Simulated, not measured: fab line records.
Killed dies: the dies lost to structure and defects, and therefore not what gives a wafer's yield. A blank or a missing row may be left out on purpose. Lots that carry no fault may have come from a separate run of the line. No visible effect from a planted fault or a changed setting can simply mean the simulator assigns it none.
Matching of chambers | flow nand-harc | NHARC_A_CONTACT_ALD_18 on ald-metal-03: 4 sister chambers
The step deposits TiN, target thk 3 nm, pulse time 1 s, ald cycles 150. 30 wafers are shown with their chamber, then 12 later ones without.

## WAFERS WITH THEIR CHAMBER
wafer  | chamber | heater-power-w (W) | precursor-pulse-height-rel
L074.1 | 0       | 1169               | 1.016
L074.4 | 2       | 1155               | 1.012
L074.6 | 3       | 989                | 1.004
L074.2 | 1       | 1222               | 0.994
L074.3 | 3       | 987                | 1.019
L074.5 | 2       | 1124               | 0.980
L075.1 | 1       | 1248               | 0.963
L075.2 | 2       | 1138               | 1.014
L075.4 | 3       | 1021               | 0.995
L077.1 | 0       | 1186               | 1.006
L077.3 | 2       | 1110               | 0.992
L077.4 | 1       | 1231               | 1.006
L077.2 | 3       | 983                | 1.001
L077.5 | 0       | 1149               | 1.007
L077.6 | 1       | 1210               | 0.973
L084.1 | 1       | 1183               | 1.020
L084.2 | 2       | 1112               | 0.972
L084.4 | 3       | 985                | 1.002
L085.2 | 3       | 982                | 1.013
L085.4 | 0       | 1155               | 0.970
L085.5 | 0       | 1145               | 0.962
L085.1 | 2       | 1122               | 1.001
L085.3 | 1       | 1180               | 1.021
L085.6 | 1       | 1176               | 0.970
L086.1 | 2       | 1115               | 0.965
L086.5 | 2       | 1142               | 0.970
L086.6 | 3       | 998                | 0.991
L091.1 | 1       | 1178               | 0.990
L091.2 | 0       | 1156               | 1.040
L091.3 | 3       | 1002               | 1.012

SIGNATURES (averages over the wafers above)
reading                    | chamber 0 | chamber 1 | chamber 2 | chamber 3 | scatter within a chamber
heater-power-w             | 1160.00   | 1203.50   | 1127.25   | 993.38    | 19.3
precursor-pulse-height-rel | 1.00017   | 0.99212   | 0.98825   | 1.00462   | 0.0206
Rule: for each reading, subtract the chamber's mean from the wafer's reading, divide by that reading's scatter and square the result; add these up over the readings and take the root, which gives the wafer's distance from the chamber. If the next closest chamber is less than 2 further off than the closest, the wafer can't be placed; otherwise it belongs to the closest. How the scatter is found: for the shown wafers, subtract from each reading the mean of its chamber, square and add these, divide the total by (wafers less chambers), then take the root.

## WAFERS MISSING THEIR CHAMBER
wafer  | heater-power-w (W) | precursor-pulse-height-rel
L094.1 | 983                | 1.001
L094.2 | 1088               | 0.987
L094.3 | 1138               | 1.012
L093.1 | 1166               | 1.040
L093.3 | 1013               | 1.045
L093.4 | 1155               | 0.998
L095.4 | 1159               | 1.013
L095.5 | 988                | 0.984
L095.6 | 1103               | 1.016
L096.2 | 983                | 0.969
L096.3 | 1104               | 0.958
L096.6 | 1234               | 1.053

## THE CHAMBER EACH PASSED THROUGH
wafer  | from the rows above          | in truth
L094.1 | 3                            | 3
L094.2 | can't be placed: 2 or 0      | 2
L094.3 | can't be placed: 0 or 2      | 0
L093.1 | can't be placed: 0 or 1 or 2 | 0
L093.3 | 3                            | 3
L093.4 | can't be placed: 0 or 2      | 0
L095.4 | can't be placed: 0 or 2 or 1 | 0
L095.5 | 3                            | 3
L095.6 | can't be placed: 2 or 0      | 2
L096.2 | 3                            | 3
L096.3 | can't be placed: 2 or 0      | 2
L096.6 | can't be placed: 1 or 0      | 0
Placed correctly: 4 of 12. From these rows, 8 cannot be placed; in 8 the true chamber is one of the candidates. Placed wrongly: 0.
